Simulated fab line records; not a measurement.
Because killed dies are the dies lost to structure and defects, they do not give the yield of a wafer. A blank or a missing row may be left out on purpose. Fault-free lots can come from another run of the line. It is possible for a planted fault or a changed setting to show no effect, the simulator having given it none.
Which tool is to blame?    flow nandHarc    Sampling: 6 lots, 18 wafers, 2 of 1302 route steps

WHAT THE GAUGES SHOWED, per wafer
NHARC_A_SLIT_CD_MEAS_21.
lot   measured      on        cdNm (nm)
L956  day 21 10:41  cdSem-02  289.0 289.3 290.4
L959  day 22 10:58  cdSem-03  287.4 289.4 287.9
L968  day 27 05:25  cdSem-01  289.6 289.9 290.4
L969  day 27 16:58  cdSem-01  290.4 289.8 290.0
L971  day 28 04:42  cdSem-01  290.7 289.9 290.5
L973  day 29 07:41  cdSem-01  289.0 290.4 288.3

WHAT TOOL EACH LOT RAN ON (gives the tool, then ch and the chambers of the sampled wafers, and finally the start)
lot   NHARC_A_SLIT_ETCH_26
L956  harEtch-01 ch 0,1, day 21 09:15
L959  harEtch-01 ch 0,1, day 22 09:31
L968  harEtch-01 ch 0,1, day 27 03:59
L969  harEtch-01 ch 0,1, day 27 15:38
L971  harEtch-01 ch 0,1, day 28 03:16
L973  harEtch-02 ch 1, day 29 06:16
- NHARC_A_SLIT_ETCH_26: etches the open film in C4F8/O2/Ar, time 90 s, target depth 400 nm.

THE ANSWER, worked out from the rows above alone
Rule: usual is defined by the lots themselves. The widest of any qualifying gaps counts: lots, ordered by their means at a reading, are off when they make up no more than a third of the lots, leave a main group of 4 or more, and stand apart from it by 3 or more times the standard deviation of that group's means. A main group whose means are all the same, to the digits that the tables above print for the reading, isn't used. A lot without any number at a reading at which 4 lots or more have one is off too. Any other lot the step has rows for is counted as sound.
No lot is off at any reading shown: from this, nothing can be told.

WHAT THE SIMULATOR HAD INSERTED
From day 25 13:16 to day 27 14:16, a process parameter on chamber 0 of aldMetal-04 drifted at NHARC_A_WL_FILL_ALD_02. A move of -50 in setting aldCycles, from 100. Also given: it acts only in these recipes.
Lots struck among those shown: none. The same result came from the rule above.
